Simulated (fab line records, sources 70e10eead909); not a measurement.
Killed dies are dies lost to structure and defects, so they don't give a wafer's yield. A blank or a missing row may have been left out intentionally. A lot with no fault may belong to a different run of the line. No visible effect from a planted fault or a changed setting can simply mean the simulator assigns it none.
A struck lot beside a sound one / flow nand harc / 17 steps out of a route of 1302
Sound: the wafers L561.1, L561.2, L561.4. The struck wafers were L550.1, L550.4, L550.5. The cause is given at the end.
Per side, at each step with rows, come the tool, then ch with its chambers, and then its first start. Under that, the readings that differ: sound wafers / struck wafers / difference of the means / sigmas: that difference in standard deviations of wafers without a fault.
alike: same words and numbers on both sides, and readings whose means sit less than 2 such deviations apart. not compared: any withheld reading, any reading some wafer has no value for, any bound like >300 that may hide the same value, and any number with overlapping values for which the record gives no deviation.
The two part at a step that has a row with sigmas, a row that says differs or no value, or rows on one side only. Numbers that don't overlap but have no deviation are shown without sigmas and don't part them. A reading that every wafer of one side lacks parts them only if that side has two wafers or more.

first, 2 steps without rows for these wafers: NHARC_A_CHANNEL_HOLE_D1_STRIP_42 (strips in CF4/CHF3); NHARC_A_CHANNEL_HOLE_D1_STRIP_43 (strips in O2/COS).
NHARC_A_CHANNEL_HOLE_D1_ETCH_44: etches the open film in CF4/O2, target depth 140 nm, overetch 14 nm, time 77 s.
  sound on rie diel-07 ch 1,2,3, day 17 11:07; struck on rie diel-07 ch 0,1,2, day 12 20:53
  alike: cf4 flow sccm, drypump motor current A, o2 flow sccm, oes_f_703_au, oes product au, rf vpp V, showerhead plenum p Torr, throttle valve pct
  not compared: rf hours counter h
NHARC_A_CHANNEL_HOLE_D1_STRIP_27: strips in O2.
  sound: rie diel-07 ch 0,1,3; struck: rie diel-07 ch 0,1
  alike: drypump motor current A, o2 flow sccm, oes product au, rf vpp V, showerhead plenum p Torr, throttle valve pct
  not compared: rf hours counter h
then, 2 steps without rows for these wafers: NHARC_A_CHANNEL_HOLE_D1_PRECLEAN_28 (cleans in SC1); NHARC_A_CHANNEL_HOLE_D1_SRD_29.
NHARC_A_CHANNEL_HOLE_D1_CD_MEAS_30:
  sound: cd sem-03 at day 17 11:55; struck: cd sem-03 at day 12 21:40
  alike: cd nm
after that, 1 step had no rows for these wafers: NHARC_A_CHANNEL_HOLE_D1_XSEM_31.
NHARC_A_CHANNEL_HOLE_D1_INSPECT_40:
  sound: defect inspect-02 at day 17 12:07; struck: defect inspect-01 at day 12 21:52
  alike: raw defect count
then, 2 steps without rows for these wafers: NHARC_A_CHANNEL_FILL_D1_PRECLEAN_00 (cleans in SC1); NHARC_A_CHANNEL_FILL_D1_SRD_01.
NHARC_A_CHANNEL_FILL_D1_ALD_02: deposits SiO2, target thk 6 nm, pulse time 10 s, ald cycles 60.
  sound on ald hk-04 ch 0,1,3, day 17 13:38; struck on ald hk-01 ch 0,2,3, day 12 22:08
  alike: heater power w, precursor pulse height rel, susceptor temp C
NHARC_A_CHANNEL_FILL_D1_ALD_03: deposits SiNx, target thk 6 nm, pulse time 60 s, ald cycles 58.
  sound on ald sin batch-02 ch 0, day 17 17:00; struck on ald sin batch-03 ch 0, day 13 04:23
reading=susceptor temp C (C); sound=- - -; struck=643.28 643.15 642.97; difference=no value on the sound wafers; sigmas=
  alike: chamber pressure Torr, precursor pulse height rel
NHARC_A_CHANNEL_FILL_D1_ALD_14: deposits SiO2, target thk 2.5 nm, pulse time 10 s, ald cycles 25.
  sound on ald hk-04 ch 0,2,3, day 17 20:33; struck on ald hk-04 ch 0,1, day 13 07:59
  alike: heater power w, precursor pulse height rel, susceptor temp C
NHARC_A_CHANNEL_FILL_D1_ALD_15: deposits SiNx, target thk 2 nm, pulse time 60 s, ald cycles 19.
  sound on ald sin batch-03 ch 0, day 17 23:40; struck on ald sin batch-03 ch 0, day 13 11:04
reading=susceptor temp C (C); sound=- - -; struck=642.5 643.2 642.9; difference=no value on the sound wafers; sigmas=
  alike: chamber pressure Torr, precursor pulse height rel
NHARC_A_CHANNEL_FILL_D1_ALD_16: deposits SiO2, target thk 1.5 nm, pulse time 10 s, ald cycles 15.
  sound on ald hk-04 ch 0,1,2, day 18 01:43; struck on ald hk-03 ch 0,1,3, day 13 15:22
  alike: heater power w, precursor pulse height rel, susceptor temp C
-- break in the record here, with 15 days between the starts of the struck wafers on either side (left off in module A_CHANNEL_FILL_D1, picked up again in module END, where the first step shown is number 1302 on the route) --
NHARC_END_SORT_01:
  sound on prober-01 ch 0, day 33 03:47; struck on prober-02 ch 0, day 28 07:39
reading=killed at array; sound=29 30 34; struck=85 87 93; difference=+57; sigmas=+3
reading=killed dies; sound=34 35 43; struck=93 98 97; difference=+59; sigmas=+3
  alike: killed at other, killed at periphery, killed open, killed short

## WHERE THEY PART
Last at NHARC_END_SORT_01 as far as this record goes, first at NHARC_A_CHANNEL_FILL_D1_ALD_03.

WHY: the cause the simulator had injected
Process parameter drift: ald sin batch-03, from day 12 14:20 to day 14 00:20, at NHARC_A_CHANNEL_FILL_D1_ALD_03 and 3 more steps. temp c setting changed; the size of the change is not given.
